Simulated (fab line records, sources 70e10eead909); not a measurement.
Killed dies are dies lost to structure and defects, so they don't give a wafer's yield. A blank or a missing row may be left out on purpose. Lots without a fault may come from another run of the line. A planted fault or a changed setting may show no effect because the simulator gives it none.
Which tool did it? | flow nand_harc | 13 lots, 39 wafers sampled, at 5 steps of a route of 1302

WHAT THE GAUGES READ, wafer by wafer
NHARC_P_GATE_CD_MEAS_59: target cd 720 nm.
lot  | measured     | on        | cd_nm (nm)
L802 | day 5 19:26  | cd_sem-02 | 720.4 719.3 719.5
L807 | day 7 16:40  | cd_sem-03 | 718.6 723.5 719.3
L808 | day 7 21:28  | cd_sem-01 | 722.0 722.3 726.8
L809 | day 8 09:07  | cd_sem-03 | 724.1 720.5 726.3
L810 | day 8 22:41  | cd_sem-01 | 720.9 719.7 722.8
L811 | day 9 05:53  | cd_sem-01 | 716.1 719.6 723.1
L814 | day 11 00:43 | cd_sem-01 | 716.6 721.1 722.0
L818 | day 12 05:18 | cd_sem-01 | 720.5 720.3 723.0
L819 | day 12 13:16 | cd_sem-03 | 722.1 720.6 722.8
L821 | day 13 09:19 | cd_sem-03 | 721.4 718.2 718.7
L822 | day 14 00:07 | cd_sem-03 | 723.7 717.5 720.1
L823 | day 14 04:29 | cd_sem-03 | 719.9 719.1 719.8
L824 | day 14 19:12 | cd_sem-03 | 721.4 720.3 723.0

NHARC_END_SORT_01.
lot  | measured     | on        | killed_at_array | killed_at_other | killed_at_periphery | killed_dies | killed_open | killed_short
L809 | day 27 02:58 | prober-01 | 95 116 99       | 0 0 0           | 582 561 578         | 677 677 677 | 0 6 3       | 3 2 3
L810 | day 27 18:48 | prober-02 | 83 103 125      | 1 1 0           | 593 573 552         | 677 677 677 | 2 3 2       | 4 2 2
L811 | day 27 20:20 | prober-01 | 32 34 34        | 1 1 1           | 644 642 642         | 677 677 677 | 5 1 1       | 2 2 5

WHICH TOOL RAN EACH LOT (tool, then ch and the chambers of the sampled wafers, then the start)
lot  | NHARC_P_GATE_ETCH_104              | NHARC_P_GATE_IMPLANT_49         | NHARC_P_GATE_STRIP_76
L802 | rie_diel-04 ch 1,3, day 5 05:55    | implanter-02 ch 0, day 5 17:59  | plasma_asher-02 ch 0,1, day 5 20:13
L807 | rie_diel-08 ch 0,1, day 7 03:27    | implanter-01 ch 0, day 7 15:22  | plasma_asher-02 ch 0,1, day 7 17:28
L808 | rie_diel-08 ch 0,1,3, day 7 07:55  | implanter-02 ch 0, day 7 20:05  | plasma_asher-02 ch 0,1, day 7 22:23
L809 | rie_diel-06 ch 0,2,3, day 7 19:11  | implanter-01, day 8 07:41       | plasma_asher-02 ch 0,1, day 8 09:55
L810 | rie_diel-08 ch 0,1,3, day 8 09:21  | implanter-02, day 8 21:22       | plasma_asher-01 ch 0,1, day 8 23:28
L811 | rie_diel-06 ch 2,3, day 8 16:34    | implanter-01, day 9 04:38       | plasma_asher-01 ch 0,1, day 9 06:42
L814 | rie_diel-06 ch 0,1,3, day 10 11:10 | implanter-01 ch 0, day 10 23:19 | plasma_asher-02 ch 0,1, day 11 01:32
L818 | rie_diel-08 ch 0,1,2, day 11 16:01 | implanter-01 ch 0, day 12 03:51 | plasma_asher-02 ch 0,1, day 12 06:05
L819 | rie_diel-06 ch 1,2,3, day 11 23:46 | implanter-02 ch 0, day 12 11:50 | plasma_asher-02 ch 0,1, day 12 14:03
L821 | rie_diel-08 ch 0,1, day 12 19:55   | implanter-02 ch 0, day 13 07:59 | plasma_asher-02 ch 0,1, day 13 10:05
L822 | rie_diel-06 ch 0,2,3, day 13 10:49 | implanter-02 ch 0, day 13 22:51 | plasma_asher-01 ch 0,1, day 14 00:55
L823 | rie_diel-06 ch 0,1,3, day 13 15:04 | implanter-01 ch 0, day 14 03:03 | plasma_asher-02 ch 0,1, day 14 05:17
L824 | rie_diel-08 ch 0,2, day 14 06:01   | implanter-02 ch 0, day 14 17:55 | plasma_asher-01 ch 0,1, day 14 19:59
- NHARC_P_GATE_ETCH_104: etches the open film in CF4/CHF3, target depth 60 nm.
- NHARC_P_GATE_IMPLANT_49
- NHARC_P_GATE_STRIP_76: strips in O2.

WHAT THE TOOLS THEMSELVES READ (means of the sampled wafers that have a number; where no wafer has one, the mark that the record gives instead)
NHARC_P_GATE_ETCH_104.
lot  | tool        | cf4_flow_sccm (sccm) | drypump_motor_current_A (A) | oes_product_au (a.u.) | rf_vpp_V (V) | showerhead_plenum_p_Torr (Torr) | throttle_valve_pct (%)
L802 | rie_diel-04 | 100.13               | 6.0                         | 0.943                 | 369.8        | 1.56                            | 16.803
L807 | rie_diel-08 | 99.86                | 5.4                         | 0.936                 | 367.9        | 1.52                            | 16.800
L808 | rie_diel-08 | 99.88                | 5.5                         | 0.925                 | 369.3        | 1.55                            | 16.790
L809 | rie_diel-06 | 100.20               | 5.5                         | 0.968                 | 370.9        | 1.58                            | 16.806
L810 | rie_diel-08 | 100.15               | 5.5                         | 0.922                 | 368.6        | 1.55                            | 16.793
L811 | rie_diel-06 | 99.87                | 5.6                         | 0.956                 | 370.3        | 1.56                            | 16.816
L814 | rie_diel-06 | 100.15               | 5.6                         | 0.962                 | 372.0        | 1.61                            | 16.811
L818 | rie_diel-08 | 99.67                | 5.4                         | 0.933                 | 370.5        | 1.58                            | 16.801
L819 | rie_diel-06 | 99.84                | 5.7                         | 0.925                 | 371.3        | 1.59                            | 16.804
L821 | rie_diel-08 | 99.56                | 5.4                         | 0.964                 | 368.5        | 1.52                            | 16.802
L822 | rie_diel-06 | 99.87                | 5.5                         | 0.930                 | 370.0        | 1.58                            | 16.791
L823 | rie_diel-06 | 100.28               | 5.5                         | 0.968                 | 371.8        | 1.61                            | 16.801
L824 | rie_diel-08 | 99.95                | 5.2                         | 0.983                 | 371.2        | 1.58                            | 16.800

NHARC_P_GATE_IMPLANT_49.
lot  | tool         | beam_energy_keV | beam_on_s (s)
L802 | implanter-02 | 30.000          | 31.9
L807 | implanter-01 | 29.991          | 29.4
L808 | implanter-02 | 29.999          | 32.8
L809 | implanter-01 | -               | -
L810 | implanter-02 | -               | -
L811 | implanter-01 | -               | -
L814 | implanter-01 | 30.005          | 29.1
L818 | implanter-01 | 29.999          | 29.4
L819 | implanter-02 | 29.994          | 33.1
L821 | implanter-02 | 30.010          | 33.0
L822 | implanter-02 | 30.010          | 32.4
L823 | implanter-01 | 30.016          | 29.1
L824 | implanter-02 | 30.003          | 33.0

NHARC_P_GATE_STRIP_76.
lot  | tool            | drypump_motor_current_A (A) | heater_power_w (W)
L802 | plasma_asher-02 | 5.5                         | 385
L807 | plasma_asher-02 | 5.6                         | 383
L808 | plasma_asher-02 | 5.5                         | 390
L809 | plasma_asher-02 | 5.5                         | 388
L810 | plasma_asher-01 | 5.2                         | 329
L811 | plasma_asher-01 | 5.6                         | 336
L814 | plasma_asher-02 | 5.3                         | 340
L818 | plasma_asher-02 | 5.6                         | 384
L819 | plasma_asher-02 | 5.3                         | 347
L821 | plasma_asher-02 | 5.3                         | 342
L822 | plasma_asher-01 | 5.5                         | 338
L823 | plasma_asher-02 | 5.3                         | 347
L824 | plasma_asher-01 | 5.5                         | 338

THE ANSWER, worked out from the rows above alone
Rule: what is usual is taken from the lots themselves. Put in order of their means at a reading, lots are off if they are a third of the lots or fewer, leave a main group of 4 or more, and stand apart from it by a gap of 3 or more times the standard deviation of the main group's means; of several such gaps the widest counts. A main group whose means are all the same, to the digits that the tables above print for the reading, isn't used. A lot without any number at a reading at which 4 lots or more have one is off too. The other lots that the step has rows for count as sound. The gauges are gone through in route order, then the tools' own readings, and for those a lot's mean is taken as printed above. The first step at which some lot is off is used, and at that step the reading that is off furthest; a lot without a number counts as furthest.
Off: L809, L810, L811, at NHARC_P_GATE_IMPLANT_49 (beam_energy_keV). Without a number there: L809, L810, L811. The main group: mean 30.003, standard deviation 0.0073.
A tool fits if, at that step or a process step before it, it ran every lot that is off, and no sound lot after the first of them. None of those tried fits.

WHAT THE SIMULATOR HAD PUT IN
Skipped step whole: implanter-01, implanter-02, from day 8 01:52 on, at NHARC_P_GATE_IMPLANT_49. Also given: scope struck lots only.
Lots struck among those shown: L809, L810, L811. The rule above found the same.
